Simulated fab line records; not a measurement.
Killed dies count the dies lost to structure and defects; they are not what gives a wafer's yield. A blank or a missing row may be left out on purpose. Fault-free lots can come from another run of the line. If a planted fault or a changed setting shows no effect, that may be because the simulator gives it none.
One fault seen from 2 desks :: flow nand_harc :: each desk has only its own numbers; what lay behind them comes last

== THE DEFECT DESK ==
Per lot, the means of the sampled wafers with a number show what the inspections along the route counted. The brackets show how far a lot's mean lies from the usual mean; more than 4 standard deviations puts the lot out of limits, marked OUT.
Columns: A = raw_defect_count at NHARC_A_BLC_INSPECT_28, usual 529
lot: L153
first seen here: day 22 16:28
A: 356

lot: L154
first seen here: day 23 03:55
A: 541

lot: L152
first seen here: day 23 05:36
A: 591

lot: L158
first seen here: day 24 20:51
A: 420

lot: L160
first seen here: day 25 18:43
A: 647

lot: L159
first seen here: day 26 01:47
A: 464

lot: L165
first seen here: day 28 01:01
A: 659

lot: L166
first seen here: day 28 15:30
A: 519

lot: L169
first seen here: day 29 23:49
A: 476

lot: L168
first seen here: day 30 01:29
A: 477

lot: L170
first seen here: day 30 03:59
A: 497

lot: L174
first seen here: day 31 18:56
A: 580

lot: L173
first seen here: day 31 19:55
A: 613

lot: L175
first seen here: day 32 13:48
A: 528
Result from this desk: across the 14 lots, nothing is out of limits.

== TOOL OWNER'S DESK, pvd_sputter-03 ==
The tool's own readings at NHARC_A_M0_PVD_21 (deposits Cu, target thk 30 nm, time 20.49 s): means of the sampled wafers that have a number, for each lot that ran on this tool. The brackets show how far a lot's mean lies from the usual mean; more than 4 standard deviations puts the lot out of limits, marked OUT.
Columns: A = cathode_dc_power_W at NHARC_A_M0_PVD_21, usual 5000.0 W; B = chamber_pressure_pa at NHARC_A_M0_PVD_21, usual 5.000 Pa; C = throttle_valve_pct at NHARC_A_M0_PVD_21, usual 29.9 %
lot: L153
first seen here: day 22 18:43
A: 4999.7
B: 4.996
C: 31.1

lot: L166
first seen here: day 28 17:36
A: 5000.5
B: 5.006
C: 30.9

lot: L168
first seen here: day 30 03:55
A: 4999.0
B: 5.003
C: 30.2

lot: L170
first seen here: day 30 06:14
A: 5000.3
B: 4.996
C: 30.1

lot: L173
first seen here: day 31 22:20
A: 4999.7
B: 5.005
C: 31.2

lot: L175
first seen here: day 32 16:02
A: 5000.4
B: 5.002
C: 31.1
Result from this desk: across the 6 lots, nothing is out of limits.

== PUT TOGETHER ==
Nothing out of limits was seen by the defect desk.
The desk of the tool owner found nothing out of limits.

== WHAT THE SIMULATOR PUT IN ==
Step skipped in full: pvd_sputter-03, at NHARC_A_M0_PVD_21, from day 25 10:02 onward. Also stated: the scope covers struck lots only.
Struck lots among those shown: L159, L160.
